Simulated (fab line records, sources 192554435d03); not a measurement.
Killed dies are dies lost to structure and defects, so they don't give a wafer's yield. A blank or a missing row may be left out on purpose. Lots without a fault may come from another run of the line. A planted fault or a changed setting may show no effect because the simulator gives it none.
Chamber matching | flow n5_finfet | N5_BEOL_M14_ILD_DEP_00 on pecvd-01: 3 sister chambers
The step deposits SiO2 from TEOS/O2, target thk 1119.3 nm, time 237.4 s. 3 wafers are shown with their chamber, then 8 later ones without.

WAFERS WITH THEIR CHAMBER
wafer  | chamber | throttle_valve_pct (%)
L093.2 | 2       | 18.5
L093.3 | 1       | 19.6
L095.2 | 0       | 19.8

WAFERS WITHOUT THEIR CHAMBER
wafer  | throttle_valve_pct (%)
L095.5 | 19.9
L095.6 | 19.4
L094.3 | 18.7
L094.4 | 19.7
L094.6 | 18.6
L096.4 | 19.9
L096.5 | 19.3
L096.6 | 18.6

WHICH CHAMBER EACH WENT THROUGH
wafer  | from the rows above     | in truth
L095.5 | can't be placed: 0 or 1 | 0
L095.6 | can't be placed: 1 or 0 | 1
L094.3 | 2                       | 2
L094.4 | can't be placed: 1 or 0 | 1
L094.6 | 2                       | 2
L096.4 | can't be placed: 0 or 1 | 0
L096.5 | can't be placed: 1 or 0 | 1
L096.6 | 2                       | 2
Placed correctly: 3 of 8. Can't be placed from these rows: 5 (the true chamber is among the candidates in 5). Placed wrongly: 0.
How it was worked out, from the rows above alone: a wafer's distance from a chamber is the root of the sum, over the readings, of the square of ((its reading less the chamber's mean) divided by the reading's scatter). The wafer belongs to the nearest chamber; if the next one is less than 2 further off, it can't be placed. A chamber's mean is the mean of its shown wafers. The scatter: with one shown wafer a chamber, the root of the mean of the squares of how far each hidden wafer lies from its nearest shown one.
